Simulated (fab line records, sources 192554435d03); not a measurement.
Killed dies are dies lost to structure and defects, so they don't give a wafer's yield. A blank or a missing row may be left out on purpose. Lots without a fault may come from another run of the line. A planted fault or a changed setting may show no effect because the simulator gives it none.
Which tool did it? | flow n5_finfet | 13 lots, 39 wafers sampled, at 4 steps of a route of 1938

WHAT THE GAUGES READ, wafer by wafer
N5_ILD0_THK_MEAS_13. Usual: thk_nm 18.0 nm, standard deviation 1.2.
lot  | measured    | on            | thk_nm (nm)    | flag
L391 | day 3 19:55 | film_metro-02 | 18.9 20.2 19.5 |
L392 | day 3 23:16 | film_metro-02 | 20.3 19.7 19.2 |
L393 | day 4 10:25 | film_metro-02 | 18.6 18.0 18.4 |
L395 | day 4 17:41 | film_metro-02 | 20.2 20.1 19.1 |
L396 | day 5 00:17 | film_metro-02 | 18.4 17.8 18.2 |
L397 | day 5 04:44 | film_metro-01 | 14.9 17.5 17.0 |
L398 | day 5 14:52 | film_metro-02 | 15.7 16.3 17.8 |
L399 | day 5 20:44 | film_metro-01 | 14.3 17.1 18.5 |
L403 | day 6 23:31 | film_metro-01 | 15.0 18.2 17.9 |
L405 | day 7 07:26 | film_metro-02 | 18.3 20.0 20.1 |
L410 | day 8 12:38 | film_metro-02 | 16.1 18.7 18.9 |
L412 | day 9 06:06 | film_metro-02 | 18.2 18.4 19.1 |
L414 | day 9 11:56 | film_metro-01 | 17.8 17.5 18.4 |

N5_ILD0_INSPECT_06: inspects for defects (darkfield). Usual: raw_defect_count 37, standard deviation 18.
lot  | measured    | on                | raw_defect_count | flag
L391 | day 3 19:57 | defect_inspect-02 | 28 46 32         |
L392 | day 3 23:17 | defect_inspect-02 | 42 25 28         |
L393 | day 4 10:26 | defect_inspect-01 | 50 30 41         |
L395 | day 4 17:43 | defect_inspect-01 | 38 48 72         |
L396 | day 5 00:19 | defect_inspect-01 | 74 54 36         |
L397 | day 5 04:46 | defect_inspect-02 | 24 19 26         |
L398 | day 5 14:54 | defect_inspect-01 | 16 18 24         |
L399 | day 5 20:46 | defect_inspect-02 | 21 35 22         |
L403 | day 6 23:32 | defect_inspect-01 | 48 74 30         |
L405 | day 7 07:28 | defect_inspect-01 | 40 27 16         |
L410 | day 8 12:40 | defect_inspect-02 | 48 17 25         |
L412 | day 9 06:07 | defect_inspect-02 | 14 18 35         |
L414 | day 9 11:57 | defect_inspect-02 | 26 17 15         |

WHICH TOOL RAN EACH LOT (tool, then ch and the chambers of the sampled wafers, then the start)
lot  | N5_SD_ACTIVATION_RTA_00         | N5_SD_ACTIVATION_LSA_01
L391 | rtp_anneal-01 ch 0, day 3 11:29 | laser_anneal-02 ch 0, day 3 11:43
L392 | rtp_anneal-01 ch 0, day 3 16:07 | laser_anneal-01 ch 0, day 3 16:19
L393 | rtp_anneal-01 ch 0, day 4 02:28 | laser_anneal-02 ch 0, day 4 02:40
L395 | rtp_anneal-01 ch 0, day 4 09:28 | laser_anneal-02 ch 0, day 4 09:40
L396 | rtp_anneal-02 ch 0, day 4 15:07 | laser_anneal-01 ch 0, day 4 15:19
L397 | rtp_anneal-02 ch 0, day 4 21:31 | laser_anneal-02 ch 0, day 4 21:44
L398 | rtp_anneal-01 ch 0, day 5 07:52 | laser_anneal-01 ch 0, day 5 08:05
L399 | rtp_anneal-01 ch 0, day 5 13:40 | laser_anneal-02 ch 0, day 5 13:52
L403 | rtp_anneal-02 ch 0, day 6 16:34 | laser_anneal-02 ch 0, day 6 16:46
L405 | rtp_anneal-02 ch 0, day 7 00:28 | laser_anneal-02 ch 0, day 7 00:40
L410 | rtp_anneal-01 ch 0, day 8 03:33 | laser_anneal-01 ch 0, day 8 03:45
L412 | rtp_anneal-01 ch 0, day 8 23:11 | laser_anneal-01 ch 0, day 8 23:23
L414 | rtp_anneal-02 ch 0, day 9 04:24 | laser_anneal-01 ch 0, day 9 04:36
- N5_SD_ACTIVATION_RTA_00: time 0 s.
- N5_SD_ACTIVATION_LSA_01: time 0.0008 s.

WHAT THE TOOLS THEMSELVES READ (means of the sampled wafers that have a number; where no wafer has one, the mark that the record gives instead)
N5_SD_ACTIVATION_RTA_00. Usual: lamp_power_pct 8.97 %, standard deviation 0.05; wafer_temp_C_max 975.0, standard deviation 1.8.
lot  | tool          | lamp_power_pct (%) | wafer_temp_C_max | flag
L391 | rtp_anneal-01 | 8.98               | 976.0            |
L392 | rtp_anneal-01 | 9.00               | 974.0            |
L393 | rtp_anneal-01 | 9.00               | 976.9            |
L395 | rtp_anneal-01 | 8.96               | 974.0            |
L396 | rtp_anneal-02 | 8.95               | 973.9            |
L397 | rtp_anneal-02 | 8.93               | 975.6            |
L398 | rtp_anneal-01 | 8.98               | 975.7            |
L399 | rtp_anneal-01 | 8.96               | 973.6            |
L403 | rtp_anneal-02 | 8.95               | 976.4            |
L405 | rtp_anneal-02 | 8.97               | 975.6            |
L410 | rtp_anneal-01 | 8.97               | 976.4            |
L412 | rtp_anneal-01 | 8.98               | 974.8            |
L414 | rtp_anneal-02 | 8.96               | 976.2            |

N5_SD_ACTIVATION_LSA_01. Usual: wafer_temp_C_max 1086.4, standard deviation 2.9.
lot  | tool            | wafer_temp_C_max | flag
L391 | laser_anneal-02 | 1083.2           |
L392 | laser_anneal-01 | 1087.9           |
L393 | laser_anneal-02 | 1083.6           |
L395 | laser_anneal-02 | 1084.5           |
L396 | laser_anneal-01 | 1090.8           |
L397 | laser_anneal-02 | 1084.0           |
L398 | laser_anneal-01 | 1089.4           |
L399 | laser_anneal-02 | 1083.5           |
L403 | laser_anneal-02 | 1106.0           | OFF
L405 | laser_anneal-02 | 1107.1           | OFF
L410 | laser_anneal-01 | 1087.3           |
L412 | laser_anneal-01 | 1089.3           |
L414 | laser_anneal-01 | 1088.4           |

THE ANSWER, worked out from the rows above alone
Rule: a lot is off if the mean of its wafers that have a number lies more than 3 standard deviations from the usual mean. A lot without any number at a reading at which 4 lots or more have one is off too. The other lots that the step has rows for count as sound. The gauges are gone through in route order, then the tools' own readings, and for those a lot's mean is taken as printed above. The first step at which some lot is off is used, and at that step the reading that is off furthest; a lot without a number counts as furthest.
Off: L403, L405, at N5_SD_ACTIVATION_LSA_01 (wafer_temp_C_max).
A tool fits if, at that step or a process step before it, it ran every lot that is off, and no sound lot after the first of them. One fits: laser_anneal-02 at N5_SD_ACTIVATION_LSA_01. Its last sound lot is L399 (day 5 13:52), its first lot that is off L403 (day 6 16:46): a fault that began between those two fits.
The tool's own readings at N5_SD_ACTIVATION_LSA_01 bear it out: on the lots that are off they differ by more than 5 times the standard deviation of the sound lots' means. wafer_temp_C_max reads 1106.5 there against 1086.5 on the sound lots.

WHAT THE SIMULATOR HAD PUT IN
Process parameter drift: laser_anneal-02, from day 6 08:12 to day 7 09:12, at N5_SD_ACTIVATION_LSA_01. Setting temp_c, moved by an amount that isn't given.
Lots struck among those shown: L403, L405. The rule above found the same.
